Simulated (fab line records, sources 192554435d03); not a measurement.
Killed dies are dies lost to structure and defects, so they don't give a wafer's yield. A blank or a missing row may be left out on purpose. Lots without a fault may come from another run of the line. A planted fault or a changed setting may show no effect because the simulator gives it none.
Which tool did it? | flow n5_finfet | 13 lots, 37 wafers sampled, at 4 steps of a route of 1938

WHAT THE GAUGES READ, wafer by wafer
The record holds no reading of a measuring or inspecting step that can be judged against a usual standard deviation.

WHICH TOOL RAN EACH LOT (tool, then ch and the chambers of the sampled wafers, then the start)
lot  | N5_BEOL_M5_DEGAS_44          | N5_BEOL_M5_ALD_86                   | N5_BEOL_M5_SURFACE_TREAT_87  | N5_BEOL_M5_CO_CAP_78
L719 | pvd_sputter-01, day 8 00:20  | ald_metal-02 ch 0,2, day 8 00:26    | pvd_sputter-01, day 8 00:40  | cvd_co-01 ch 0,1,2, day 8 07:00
L722 | pvd_sputter-03, day 8 17:10  | ald_metal-01 ch 0,1,3, day 8 17:25  | pvd_sputter-03, day 8 17:45  | cvd_co-02 ch 0,1,2, day 8 23:31
L721 | pvd_sputter-02, day 8 23:40  | ald_metal-02 ch 1,3, day 8 23:46    | pvd_sputter-02, day 9 00:02  | cvd_co-02 ch 0,1, day 9 05:52
L723 | pvd_sputter-03, day 9 13:17  | ald_metal-01 ch 1,2, day 9 13:23    | pvd_sputter-03, day 9 13:38  | cvd_co-02 ch 0,1,2, day 9 19:17
L725 | pvd_sputter-03, day 10 13:20 | ald_metal-01 ch 0,2, day 10 13:26   | pvd_sputter-03, day 10 13:48 | cvd_co-02 ch 0,1,2, day 10 19:19
L727 | pvd_sputter-01, day 10 16:40 | ald_metal-01 ch 0,2, day 10 16:46   | pvd_sputter-01, day 10 17:00 | cvd_co-01 ch 1,2, day 10 22:35
L728 | pvd_sputter-02, day 10 23:28 | ald_metal-02 ch 0,1,3, day 10 23:47 | pvd_sputter-03, day 11 00:02 | cvd_co-02 ch 0,1,2, day 11 05:34
L730 | pvd_sputter-01, day 11 18:59 | ald_metal-02 ch 1,2, day 11 19:06   | pvd_sputter-02, day 11 19:26 | cvd_co-01 ch 0,1, day 12 01:08
L732 | pvd_sputter-03, day 12 00:16 | ald_metal-04 ch 0,1, day 12 00:22   | pvd_sputter-01, day 12 00:38 | cvd_co-01 ch 0,1, day 12 06:18
L735 | pvd_sputter-01, day 12 14:15 | ald_metal-02 ch 0,1,3, day 12 14:21 | pvd_sputter-01, day 12 14:35 | cvd_co-01 ch 0,1, day 12 20:05
L740 | pvd_sputter-02, day 14 12:41 | ald_metal-01 ch 2,3, day 14 12:47   | pvd_sputter-03, day 14 13:04 | cvd_co-02 ch 0,1, day 14 18:39
L741 | pvd_sputter-01, day 14 18:01 | ald_metal-02 ch 0,2, day 14 18:08   | pvd_sputter-01, day 14 18:30 | cvd_co-02 ch 0,1,2, day 14 23:59
L742 | pvd_sputter-01, day 15 18:20 | ald_metal-04 ch 1,2,3, day 15 18:26 | pvd_sputter-01, day 15 18:40 | cvd_co-01 ch 0,1,2, day 16 00:07
- N5_BEOL_M5_DEGAS_44: time 60 s.
- N5_BEOL_M5_ALD_86: deposits TaN, pulse time 2 s, purge time 3 s, co reactant purge time 2 s.
- N5_BEOL_M5_SURFACE_TREAT_87
- N5_BEOL_M5_CO_CAP_78: material Co, precursor CCTBA/H2, target thk 2 nm, time 102.1 s.

WHAT THE TOOLS THEMSELVES READ (means of the sampled wafers that have a number; where no wafer has one, the mark that the record gives instead)
N5_BEOL_M5_DEGAS_44.
lot  | tool           | heater_power_w (W)
L719 | pvd_sputter-01 | 349
L722 | pvd_sputter-03 | 308
L721 | pvd_sputter-02 | 356
L723 | pvd_sputter-03 | 322
L725 | pvd_sputter-03 | 314
L727 | pvd_sputter-01 | 337
L728 | pvd_sputter-02 | 335
L730 | pvd_sputter-01 | 339
L732 | pvd_sputter-03 | 306
L735 | pvd_sputter-01 | 344
L740 | pvd_sputter-02 | 308
L741 | pvd_sputter-01 | 364
L742 | pvd_sputter-01 | 335

N5_BEOL_M5_ALD_86.
lot  | tool         | heater_power_w (W)
L719 | ald_metal-02 | 385
L722 | ald_metal-01 | 381
L721 | ald_metal-02 | 380
L723 | ald_metal-01 | 419
L725 | ald_metal-01 | 385
L727 | ald_metal-01 | 418
L728 | ald_metal-02 | 387
L730 | ald_metal-02 | 380
L732 | ald_metal-04 | 462
L735 | ald_metal-02 | 391
L740 | ald_metal-01 | 437
L741 | ald_metal-02 | 390
L742 | ald_metal-04 | 458

N5_BEOL_M5_CO_CAP_78.
lot  | tool      | heater_power_w (W) | run_length_s (s)
L719 | cvd_co-01 | 242                | 124.7
L722 | cvd_co-02 | 225                | 124.8
L721 | cvd_co-02 | 248                | 125.4
L723 | cvd_co-02 | 225                | 125.3
L725 | cvd_co-02 | 226                | 124.9
L727 | cvd_co-01 | 264                | 124.6
L728 | cvd_co-02 | 228                | 124.7
L730 | cvd_co-01 | 232                | 141.1
L732 | cvd_co-01 | 231                | 141.2
L735 | cvd_co-01 | 241                | 135.6
L740 | cvd_co-02 | 240                | 125.4
L741 | cvd_co-02 | 225                | 125.1
L742 | cvd_co-01 | 244                | 125.0

THE ANSWER, worked out from the rows above alone
Rule: what is usual is taken from the lots themselves. Put in order of their means at a reading, lots are off if they are a third of the lots or fewer, leave a main group of 4 or more, and stand apart from it by a gap of 3 or more times the standard deviation of the main group's means; of several such gaps the widest counts. A main group whose means are all the same, to the digits that the tables above print for the reading, isn't used. A lot without any number at a reading at which 4 lots or more have one is off too. The other lots that the step has rows for count as sound. The gauges are gone through in route order, then the tools' own readings, and for those a lot's mean is taken as printed above. The first step at which some lot is off is used, and at that step the reading that is off furthest; a lot without a number counts as furthest.
Off: L730, L732, L735, at N5_BEOL_M5_CO_CAP_78 (run_length_s). The main group: mean 125.0 s, standard deviation 0.28.
A tool fits if, at that step or a process step before it, it ran every lot that is off, and no sound lot after the first of them. None of those tried fits.

WHAT THE SIMULATOR HAD PUT IN
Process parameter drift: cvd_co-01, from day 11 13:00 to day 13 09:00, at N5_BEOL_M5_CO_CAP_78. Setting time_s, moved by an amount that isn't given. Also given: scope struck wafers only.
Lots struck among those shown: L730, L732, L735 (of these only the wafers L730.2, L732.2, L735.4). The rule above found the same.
